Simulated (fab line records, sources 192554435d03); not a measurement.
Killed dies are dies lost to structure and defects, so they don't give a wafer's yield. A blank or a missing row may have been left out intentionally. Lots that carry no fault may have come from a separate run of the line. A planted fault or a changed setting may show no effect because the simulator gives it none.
Lot-split experiment -- flow n5 finfet -- 39 wafers read from 7 lots, route of 1938 steps

## ABOUT THE SPLIT
At N5_FIN_SAQP_HM_DEP_03 (deposits SiNx from SiH4/NH3/N2, target thk 38 nm, time 33.6 s), the setting target thk a was moved away from the recipe's 380 angstrom on 15 of the 39 wafers read, by -50.8% to +57.4%. For the rest of the wafers, this setting stayed at what the recipe calls for.

## FROM THE SPLIT TO THE READING: what the file shows between them, 4 steps
- N5_FIN_SAQP_THK_MEAS_05
- N5_FIN_SAQP_PECVD_47: deposits a-Si from SiH4/He, target thk 45 nm, time 36.3 s
- N5_FIN_SAQP_PECVD_48: deposits SiNx from SiH4/NH3/N2, target thk 25 nm, time 22.1 s
- N5_FIN_SAQP_MANDREL2_REMOVE_60: chemistry HBr/Cl2/O2, target a-Si, stops on SiNx, bt time 10 s

## THE READING
etch.depth nm (the simulator's own value, which no gauge read), in nm, at N5_FIN_SAQP_HM_OPEN_33 (chemistry CH3F/O2, target SiNx, target depth 49.4 nm, time 70.6 s). There is no usual value for it anywhere in the file. The 24 wafers here that ran the recipe average 37.08 nm, standard deviation 0.63 nm.

wafer,"tool, chamber at the split","target thk a as run, angstrom",against the recipe,"etch.depth nm, nm",against lot-mates on the recipe
L075.1,"pecvd-01, 2",186.9,-50.8%,18.07,-18.99
L075.2,"pecvd-01, 1",380,recipe,37.32,-
L075.3,"pecvd-01, 0",186.9,-50.8%,16.9,-20.16
L075.4,"pecvd-01, 2",186.9,-50.8%,18.08,-18.98
L075.5,"pecvd-01, 0",380,recipe,36.4,-
L075.6,"pecvd-01, 1",380,recipe,37.46,-
L078.1,"pecvd-04, 0",380,recipe,36.42,-
L078.5,"pecvd-04, 0",380,recipe,37.04,-
L078.6,"pecvd-04, 1",380,recipe,37.08,-
L080.1,"pecvd-01, 0",380,recipe,35.97,-
L080.2,"pecvd-01, 2",189.6,-50.1%,18.63,-17.86
L080.3,"pecvd-01, 1",380,recipe,36.85,-
L080.4,"pecvd-01, 1",189.6,-50.1%,18.26,-18.23
L080.5,"pecvd-01, 0",380,recipe,36.66,-
L080.6,"pecvd-01, 2",189.6,-50.1%,18.97,-17.52
L084.1,"pecvd-01, 1",573.6,+50.9%,56.24,+19.85
L084.2,"pecvd-01, 2",380,recipe,36.82,-
L084.3,"pecvd-01, 0",380,recipe,36.03,-
L084.4,"pecvd-01, 2",573.6,+50.9%,56.9,+20.51
L084.5,"pecvd-01, 0",380,recipe,36.32,-
L084.6,"pecvd-01, 1",573.6,+50.9%,57.02,+20.63
L085.1,"pecvd-04, 2",598.1,+57.4%,58.58,+21.36
L085.2,"pecvd-04, 1",380,recipe,37.17,-
L085.3,"pecvd-04, 0",598.1,+57.4%,57.92,+20.70
L085.4,"pecvd-04, 0",380,recipe,36.86,-
L085.5,"pecvd-04, 1",380,recipe,37.64,-
L085.6,"pecvd-04, 2",598.1,+57.4%,59.74,+22.52
L088.1,"pecvd-03, 1",380,recipe,37.2,-
L088.2,"pecvd-03, 2",380,recipe,37.67,-
L088.3,"pecvd-03, 0",380,recipe,36.49,-
L088.4,"pecvd-03, 0",380,recipe,37.2,-
L088.5,"pecvd-03, 2",380,recipe,38.12,-
L088.6,"pecvd-03, 1",380,recipe,37.91,-
L095.1,"pecvd-01, 2",212.2,-44.2%,20.54,-17.22
L095.2,"pecvd-01, 0",380,recipe,36.98,-
L095.3,"pecvd-01, 1",212.2,-44.2%,20.48,-17.28
L095.4,"pecvd-01, 2",380,recipe,37.89,-
L095.5,"pecvd-01, 0",212.2,-44.2%,20.83,-16.93
L095.6,"pecvd-01, 1",380,recipe,38.42,-

THE FIT
A straight line over all 39 wafers: etch.depth nm changes by +0.378 nm for each +1% of target thk a; r = +1.00; the points scatter about the line by 0.62 nm.
The same after taking each lot's own level away (the mean of its wafers on the recipe; 39 wafers): +0.38 nm for each +1%; r = +1.00; scatter 0.64 nm.
On that fit, the largest move of target thk a shifts the reading by 22 nm.
Measured against the standard deviation above, the lots' own levels, which go from 36.390 to 37.763 nm, span 2.2 times it.
Hence the lot-to-lot level has little effect on the slope; both slopes agree.
Check: for one of the wafers moved furthest among these (+57.4%), held out of the fit, the line's prediction against its lot-mates is +22 nm. It came out at +21.4 nm against them.

## THE WHOLE CHAIN: every reading that the file lists as answering this split, in the file's order
step,what it does,reading,change (the file's fit),r (the file's)
N5_FIN_SAQP_HM_DEP_03,"deposits SiNx from SiH4/NH3/N2, target thk 38 nm, time 33.6 s","SiNx_of_FIN_SAQP_HM_DEP_03.thk nm (the simulator's own value, which no gauge read)",+0.379 nm for each +1% of the setting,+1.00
N5_FIN_SAQP_THK_MEAS_05,,thk nm,withheld for each +1% of the setting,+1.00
N5_FIN_SAQP_HM_OPEN_33,"chemistry CH3F/O2, target SiNx, target depth 49.4 nm, time 70.6 s",etch rf on time s,withheld for each +1% of the setting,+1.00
N5_FIN_SAQP_HM_OPEN_33,"chemistry CH3F/O2, target SiNx, target depth 49.4 nm, time 70.6 s","etch.depth nm (the simulator's own value, which no gauge read)",+0.38 nm for each +1% of the setting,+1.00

## THE FILE'S OWN FIT
etch.depth nm changes by +0.38 nm for each +1% of target thk a, r = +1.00.
